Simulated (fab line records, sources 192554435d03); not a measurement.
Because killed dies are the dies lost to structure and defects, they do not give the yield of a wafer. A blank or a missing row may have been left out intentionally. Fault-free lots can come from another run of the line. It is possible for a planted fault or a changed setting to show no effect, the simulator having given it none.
Split-lot trial :: flow n5-finfet :: on a route of 1938 steps: 7 lots, 21 wafers read

## SPLIT DETAILS
At N5_BEOL_M0_SAQP_COAT_08 (resist thk 90 nm), the setting spin-rpm was moved away from the recipe's 1500 rpm on 6 of the 21 wafers read, by -10.9% to +10.9%. This setting was run at the recipe's value on the other wafers.

## FROM THE SPLIT TO THE READING: what the file shows between them, 6 steps
- N5_BEOL_M0_SAQP_EBR_10
- N5_BEOL_M0_SAQP_SOFTBAKE_09: time 60 s
- N5_BEOL_M0_SAQP_EXPOSE_11: exposes mask M0 CORE, target cd 42 nm
- N5_BEOL_M0_SAQP_PEB_12: peb time 60 s
- N5_BEOL_M0_SAQP_DEVELOP_13: develop time 30 s
- N5_BEOL_M0_SAQP_DESCUM_19: chemistry O2, time 7.9 s (also split here: time-s)

## THE READING
CAR-ArF_of_BEOL_M0_SAQP_COAT_08.thk-nm (the simulator's own value, which no gauge read), in nm, at N5_BEOL_M0_SAQP_ETCH_83 (etches SiARC in CF4, target depth 39 nm, time 65 s). The file does not state a usual value for it. Here, 15 wafers ran the recipe; their average is 55.5 nm with a standard deviation of 0.87 nm.

wafer: L080.2
tool, chamber at the split: litho-track-01, 0
spin-rpm as run, rpm: 1500
against the recipe: recipe
CAR-ArF_of_BEOL_M0_SAQP_COAT_08.thk-nm, nm: 56.8
against lot-mates on the recipe: -

wafer: L080.3
tool, chamber at the split: litho-track-01, 0
spin-rpm as run, rpm: 1500
against the recipe: recipe
CAR-ArF_of_BEOL_M0_SAQP_COAT_08.thk-nm, nm: 56.8
against lot-mates on the recipe: -

wafer: L080.4
tool, chamber at the split: litho-track-01, 0
spin-rpm as run, rpm: 1347
against the recipe: -10.2%
CAR-ArF_of_BEOL_M0_SAQP_COAT_08.thk-nm, nm: 61
against lot-mates on the recipe: +4.2

wafer: L084.1
tool, chamber at the split: litho-track-01, 0
spin-rpm as run, rpm: 1500
against the recipe: recipe
CAR-ArF_of_BEOL_M0_SAQP_COAT_08.thk-nm, nm: 56.6
against lot-mates on the recipe: -

wafer: L084.3
tool, chamber at the split: litho-track-01, 0
spin-rpm as run, rpm: 1500
against the recipe: recipe
CAR-ArF_of_BEOL_M0_SAQP_COAT_08.thk-nm, nm: 56.2
against lot-mates on the recipe: -

wafer: L084.4
tool, chamber at the split: litho-track-01, 0
spin-rpm as run, rpm: 1336
against the recipe: -10.9%
CAR-ArF_of_BEOL_M0_SAQP_COAT_08.thk-nm, nm: 61.4
against lot-mates on the recipe: +5.0

wafer: L091.2
tool, chamber at the split: litho-track-02, 0
spin-rpm as run, rpm: 1663
against the recipe: +10.9%
CAR-ArF_of_BEOL_M0_SAQP_COAT_08.thk-nm, nm: 50.8
against lot-mates on the recipe: -4.0

wafer: L091.4
tool, chamber at the split: litho-track-02, 0
spin-rpm as run, rpm: 1500
against the recipe: recipe
CAR-ArF_of_BEOL_M0_SAQP_COAT_08.thk-nm, nm: 54.8
against lot-mates on the recipe: -

wafer: L091.6
tool, chamber at the split: litho-track-02, 0
spin-rpm as run, rpm: 1663
against the recipe: +10.9%
CAR-ArF_of_BEOL_M0_SAQP_COAT_08.thk-nm, nm: 50.2
against lot-mates on the recipe: -4.6

wafer: L093.1
tool, chamber at the split: litho-track-02, 0
spin-rpm as run, rpm: 1500
against the recipe: recipe
CAR-ArF_of_BEOL_M0_SAQP_COAT_08.thk-nm, nm: 55.2
against lot-mates on the recipe: -

wafer: L093.3
tool, chamber at the split: litho-track-02, 0
spin-rpm as run, rpm: 1500
against the recipe: recipe
CAR-ArF_of_BEOL_M0_SAQP_COAT_08.thk-nm, nm: 54.2
against lot-mates on the recipe: -

wafer: L093.5
tool, chamber at the split: litho-track-02, 0
spin-rpm as run, rpm: 1500
against the recipe: recipe
CAR-ArF_of_BEOL_M0_SAQP_COAT_08.thk-nm, nm: 54
against lot-mates on the recipe: -

wafer: L095.1
tool, chamber at the split: litho-track-03, 0
spin-rpm as run, rpm: 1500
against the recipe: recipe
CAR-ArF_of_BEOL_M0_SAQP_COAT_08.thk-nm, nm: 55.2
against lot-mates on the recipe: -

wafer: L095.3
tool, chamber at the split: litho-track-03, 0
spin-rpm as run, rpm: 1500
against the recipe: recipe
CAR-ArF_of_BEOL_M0_SAQP_COAT_08.thk-nm, nm: 55
against lot-mates on the recipe: -

wafer: L095.6
tool, chamber at the split: litho-track-03, 0
spin-rpm as run, rpm: 1500
against the recipe: recipe
CAR-ArF_of_BEOL_M0_SAQP_COAT_08.thk-nm, nm: 54.6
against lot-mates on the recipe: -

wafer: L096.1
tool, chamber at the split: litho-track-02, 0
spin-rpm as run, rpm: 1604
against the recipe: +6.9%
CAR-ArF_of_BEOL_M0_SAQP_COAT_08.thk-nm, nm: 53
against lot-mates on the recipe: -3.2

wafer: L096.2
tool, chamber at the split: litho-track-02, 0
spin-rpm as run, rpm: 1604
against the recipe: +6.9%
CAR-ArF_of_BEOL_M0_SAQP_COAT_08.thk-nm, nm: 52.6
against lot-mates on the recipe: -3.6

wafer: L096.4
tool, chamber at the split: litho-track-02, 0
spin-rpm as run, rpm: 1500
against the recipe: recipe
CAR-ArF_of_BEOL_M0_SAQP_COAT_08.thk-nm, nm: 56.2
against lot-mates on the recipe: -

wafer: L097.1
tool, chamber at the split: litho-track-03, 0
spin-rpm as run, rpm: 1500
against the recipe: recipe
CAR-ArF_of_BEOL_M0_SAQP_COAT_08.thk-nm, nm: 55.8
against lot-mates on the recipe: -

wafer: L097.2
tool, chamber at the split: litho-track-03, 0
spin-rpm as run, rpm: 1500
against the recipe: recipe
CAR-ArF_of_BEOL_M0_SAQP_COAT_08.thk-nm, nm: 55.4
against lot-mates on the recipe: -

wafer: L097.3
tool, chamber at the split: litho-track-03, 0
spin-rpm as run, rpm: 1500
against the recipe: recipe
CAR-ArF_of_BEOL_M0_SAQP_COAT_08.thk-nm, nm: 55.6
against lot-mates on the recipe: -

THE FIT
A straight line over all 21 wafers: CAR-ArF_of_BEOL_M0_SAQP_COAT_08.thk-nm changes by -0.483 nm for each +1% of spin-rpm; r = -0.95; the points scatter about the line by 0.82 nm.
The same after taking each lot's own level away (the mean of its wafers on the recipe; 21 wafers): -0.428 nm for each +1%; r = -0.99; scatter 0.34 nm.
On that fit, the largest move of spin-rpm shifts the reading by 4.7 nm.
The span of the lots' own levels, 54.47 to 56.80 nm, comes to 2.7 times the standard deviation stated above.
Hence the slope depends on the lot-to-lot level, as the two fits are not the same.
Check: +4.55 nm against its lot-mates is what the line predicts for one of the wafers moved furthest among these (-10.9%) when that wafer is left out of the fit. Against them it came out at +5 nm.

## THESE WAFERS: OTHER SPLITS
Other splits were also applied to these wafers ahead of the reading. Each is held against what the fit with the lots' levels taken away leaves over:
other split on the same wafers: N5_SD_EPI_N_ETCH_16 target-depth-a
wafers away from the commonest value: 6
r with CAR-ArF_of_BEOL_M0_SAQP_COAT_08.thk-nm (lot level and that fit taken away): +0.28

other split on the same wafers: N5_HKMG_FIN_HK_ALD_01 ald-cycles
wafers away from the commonest value: 3
r with CAR-ArF_of_BEOL_M0_SAQP_COAT_08.thk-nm (lot level and that fit taken away): -0.02

other split on the same wafers: N5_HKMG_FIN_EXPOSE_46 dose-mj
wafers away from the commonest value: 9
r with CAR-ArF_of_BEOL_M0_SAQP_COAT_08.thk-nm (lot level and that fit taken away): +0.08

other split on the same wafers: N5_GATE_CUT_ALD_22 ald-cycles
wafers away from the commonest value: 7
r with CAR-ArF_of_BEOL_M0_SAQP_COAT_08.thk-nm (lot level and that fit taken away): -0.25

other split on the same wafers: N5_MOL_CONTACT_COAG_EXPOSE_81 dose-mj
wafers away from the commonest value: 4
r with CAR-ArF_of_BEOL_M0_SAQP_COAT_08.thk-nm (lot level and that fit taken away): -0.29

other split on the same wafers: N5_BEOL_M0_SAQP_DESCUM_19 time-s
wafers away from the commonest value: 12
r with CAR-ArF_of_BEOL_M0_SAQP_COAT_08.thk-nm (lot level and that fit taken away): -0.15

## THE WHOLE CHAIN: every reading that the file lists as answering this split, in the file's order
step: N5_BEOL_M0_SAQP_COAT_08
what it does: resist thk 90 nm
reading: CAR-ArF_of_BEOL_M0_SAQP_COAT_08.thk-nm (the simulator's own value, which no gauge read)
change (the file's fit): -0.466 nm for each +1% of the setting
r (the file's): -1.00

step: N5_BEOL_M0_SAQP_DEVELOP_13
what it does: develop time 30 s
reading: CAR-ArF_of_BEOL_M0_SAQP_COAT_08.thk-nm (the simulator's own value, which no gauge read)
change (the file's fit): -0.458 nm for each +1% of the setting
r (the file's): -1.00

step: N5_BEOL_M0_SAQP_DESCUM_19
what it does: chemistry O2, time 7.9 s
reading: CAR-ArF_of_BEOL_M0_SAQP_COAT_08.thk-nm (the simulator's own value, which no gauge read)
change (the file's fit): -0.422 nm for each +1% of the setting
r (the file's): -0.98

step: N5_BEOL_M0_SAQP_ETCH_83
what it does: etches SiARC in CF4, target depth 39 nm, time 65 s
reading: CAR-ArF_of_BEOL_M0_SAQP_COAT_08.thk-nm (the simulator's own value, which no gauge read)
change (the file's fit): -0.431 nm for each +1% of the setting
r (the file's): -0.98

## FILE'S OWN FIT
CAR-ArF_of_BEOL_M0_SAQP_COAT_08.thk-nm changes by -0.431 nm for each +1% of spin-rpm, r = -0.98.
